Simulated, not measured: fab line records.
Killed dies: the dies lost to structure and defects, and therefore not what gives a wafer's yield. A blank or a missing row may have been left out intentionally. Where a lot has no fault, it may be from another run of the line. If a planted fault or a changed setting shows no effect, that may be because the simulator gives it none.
Split-lot experiment || flow n5-finfet || 21 wafers read from 7 lots, route of 1938 steps

THE SPLIT ITSELF
At N5_BEOL_M4_DESCUM_16 (chemistry O2, time 7 s), the setting time-s was moved away from the recipe's 7 s on 5 of the 21 wafers read, by -13.5% to +15.8%. For the rest of the wafers, this setting stayed at what the recipe calls for.

There is no step in the file separating the split from the reading.

THE READING
CAR-EUV_of_BEOL_M4_COAT_05.thk-nm (the simulator's own value, which no gauge read), in nm, at N5_BEOL_M4_ETCH_74 (etches underlayer in N2/H2, target depth 6.5 nm, time 5.2 s). The file does not state a usual value for it. Across the 16 wafers here that went through the recipe, the average is 20.4 nm and the standard deviation 0.11 nm.

{"wafer": "L076.1", "tool, chamber at the split": "rie-diel-02, 2,3", "time-s as run, s": 7, "against the recipe": "recipe", "CAR-EUV_of_BEOL_M4_COAT_05.thk-nm, nm": 20.6, "against lot-mates on the recipe": "-"}
{"wafer": "L076.2", "tool, chamber at the split": "rie-diel-02, 0", "time-s as run, s": 6.053, "against the recipe": "-13.5%", "CAR-EUV_of_BEOL_M4_COAT_05.thk-nm, nm": 21, "against lot-mates on the recipe": "+0.5"}
{"wafer": "L076.5", "tool, chamber at the split": "rie-diel-02, 2,3", "time-s as run, s": 7, "against the recipe": "recipe", "CAR-EUV_of_BEOL_M4_COAT_05.thk-nm, nm": 20.4, "against lot-mates on the recipe": "-"}
{"wafer": "L075.1", "tool, chamber at the split": "rie-diel-02, 3,0,1", "time-s as run, s": 7.423, "against the recipe": "+6.0%", "CAR-EUV_of_BEOL_M4_COAT_05.thk-nm, nm": 20.2, "against lot-mates on the recipe": "no lot-mate on the recipe"}
{"wafer": "L075.2", "tool, chamber at the split": "rie-diel-02, 3,0,1", "time-s as run, s": 7.423, "against the recipe": "+6.0%", "CAR-EUV_of_BEOL_M4_COAT_05.thk-nm, nm": 20.2, "against lot-mates on the recipe": "no lot-mate on the recipe"}
{"wafer": "L075.4", "tool, chamber at the split": "rie-diel-02, 3,0,1", "time-s as run, s": 7.423, "against the recipe": "+6.0%", "CAR-EUV_of_BEOL_M4_COAT_05.thk-nm, nm": 20.4, "against lot-mates on the recipe": "no lot-mate on the recipe"}
{"wafer": "L079.3", "tool, chamber at the split": "rie-diel-05, 1,2,2", "time-s as run, s": 7, "against the recipe": "recipe", "CAR-EUV_of_BEOL_M4_COAT_05.thk-nm, nm": 20.4, "against lot-mates on the recipe": "-"}
{"wafer": "L079.4", "tool, chamber at the split": "rie-diel-05, 1,2,2", "time-s as run, s": 7, "against the recipe": "recipe", "CAR-EUV_of_BEOL_M4_COAT_05.thk-nm, nm": 20.4, "against lot-mates on the recipe": "-"}
{"wafer": "L079.5", "tool, chamber at the split": "rie-diel-05, 1,2,2", "time-s as run, s": 7, "against the recipe": "recipe", "CAR-EUV_of_BEOL_M4_COAT_05.thk-nm, nm": 20.4, "against lot-mates on the recipe": "-"}
{"wafer": "L080.2", "tool, chamber at the split": "rie-diel-05, 1", "time-s as run, s": 8.105, "against the recipe": "+15.8%", "CAR-EUV_of_BEOL_M4_COAT_05.thk-nm, nm": 19.8, "against lot-mates on the recipe": -0.7}
{"wafer": "L080.3", "tool, chamber at the split": "rie-diel-05, 3,2", "time-s as run, s": 7, "against the recipe": "recipe", "CAR-EUV_of_BEOL_M4_COAT_05.thk-nm, nm": 20.6, "against lot-mates on the recipe": "-"}
{"wafer": "L080.5", "tool, chamber at the split": "rie-diel-05, 3,2", "time-s as run, s": 7, "against the recipe": "recipe", "CAR-EUV_of_BEOL_M4_COAT_05.thk-nm, nm": 20.4, "against lot-mates on the recipe": "-"}
{"wafer": "L089.2", "tool, chamber at the split": "rie-diel-05, 1,0,1", "time-s as run, s": 7, "against the recipe": "recipe", "CAR-EUV_of_BEOL_M4_COAT_05.thk-nm, nm": 20.6, "against lot-mates on the recipe": "-"}
{"wafer": "L089.3", "tool, chamber at the split": "rie-diel-05, 1,0,1", "time-s as run, s": 7, "against the recipe": "recipe", "CAR-EUV_of_BEOL_M4_COAT_05.thk-nm, nm": 20.6, "against lot-mates on the recipe": "-"}
{"wafer": "L089.6", "tool, chamber at the split": "rie-diel-05, 1,0,1", "time-s as run, s": 7, "against the recipe": "recipe", "CAR-EUV_of_BEOL_M4_COAT_05.thk-nm, nm": 20.4, "against lot-mates on the recipe": "-"}
{"wafer": "L092.1", "tool, chamber at the split": "rie-diel-02, 1,3,2", "time-s as run, s": 7, "against the recipe": "recipe", "CAR-EUV_of_BEOL_M4_COAT_05.thk-nm, nm": 20.4, "against lot-mates on the recipe": "-"}
{"wafer": "L092.4", "tool, chamber at the split": "rie-diel-02, 1,3,2", "time-s as run, s": 7, "against the recipe": "recipe", "CAR-EUV_of_BEOL_M4_COAT_05.thk-nm, nm": 20.4, "against lot-mates on the recipe": "-"}
{"wafer": "L092.3", "tool, chamber at the split": "rie-diel-02, 1,3,2", "time-s as run, s": 7, "against the recipe": "recipe", "CAR-EUV_of_BEOL_M4_COAT_05.thk-nm, nm": 20.2, "against lot-mates on the recipe": "-"}
{"wafer": "L097.2", "tool, chamber at the split": "rie-diel-05, 2,1,0", "time-s as run, s": 7, "against the recipe": "recipe", "CAR-EUV_of_BEOL_M4_COAT_05.thk-nm, nm": 20.4, "against lot-mates on the recipe": "-"}
{"wafer": "L097.5", "tool, chamber at the split": "rie-diel-05, 2,1,0", "time-s as run, s": 7, "against the recipe": "recipe", "CAR-EUV_of_BEOL_M4_COAT_05.thk-nm, nm": 20.4, "against lot-mates on the recipe": "-"}
{"wafer": "L097.6", "tool, chamber at the split": "rie-diel-05, 2,1,0", "time-s as run, s": 7, "against the recipe": "recipe", "CAR-EUV_of_BEOL_M4_COAT_05.thk-nm, nm": 20.6, "against lot-mates on the recipe": "-"}
Where a row lists several chambers, the file gives one row for several wafers and doesn't say which wafer went through which chamber.

FIT RESULTS
A straight line over all 21 wafers: CAR-EUV_of_BEOL_M4_COAT_05.thk-nm changes by -0.0391 nm for each +1% of time-s; r = -0.88; the points scatter about the line by 0.11 nm.
The same after taking each lot's own level away (the mean of its wafers on the recipe; 18 wafers): -0.0412 nm for each +1%; r = -0.92; scatter 0.088 nm.
Per that fit: largest time-s move, reading shift of 0.65 nm.
The lots' own levels span 20.33 to 20.53 nm, that is 1.8 times the standard deviation above.
The two slopes agree, so the slope changes little with the lot-to-lot level.
Check: for one of the wafers moved furthest among these (+15.8%), held out of the fit, the line's prediction against its lot-mates is -0.583 nm. It came out at -0.7 nm against them.

FURTHER SPLITS ON THESE WAFERS
These wafers also went through other splits before the reading. Each is held against what the fit with the lots' levels taken away leaves over:
{"other split on the same wafers": "N5_BEOL_M0_SAQP_ETCH_88 source-w", "wafers away from the commonest value": 9, "r with CAR-EUV_of_BEOL_M4_COAT_05.thk-nm (lot level and that fit taken away)": -0.08}
{"other split on the same wafers": "N5_BEOL_M1_EXPOSE_25 dose-mj", "wafers away from the commonest value": 5, "r with CAR-EUV_of_BEOL_M4_COAT_05.thk-nm (lot level and that fit taken away)": -0.15}
{"other split on the same wafers": "N5_BEOL_M3_ETCH_70 source-w", "wafers away from the commonest value": 7, "r with CAR-EUV_of_BEOL_M4_COAT_05.thk-nm (lot level and that fit taken away)": "+0.13"}
{"other split on the same wafers": "N5_BEOL_M3_ETCH_41 target-depth-a", "wafers away from the commonest value": 5, "r with CAR-EUV_of_BEOL_M4_COAT_05.thk-nm (lot level and that fit taken away)": -0.07}

THE FILE'S OWN FIT
CAR-EUV_of_BEOL_M4_COAT_05.thk-nm changes by -0.0412 nm for each +1% of time-s, r = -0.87.
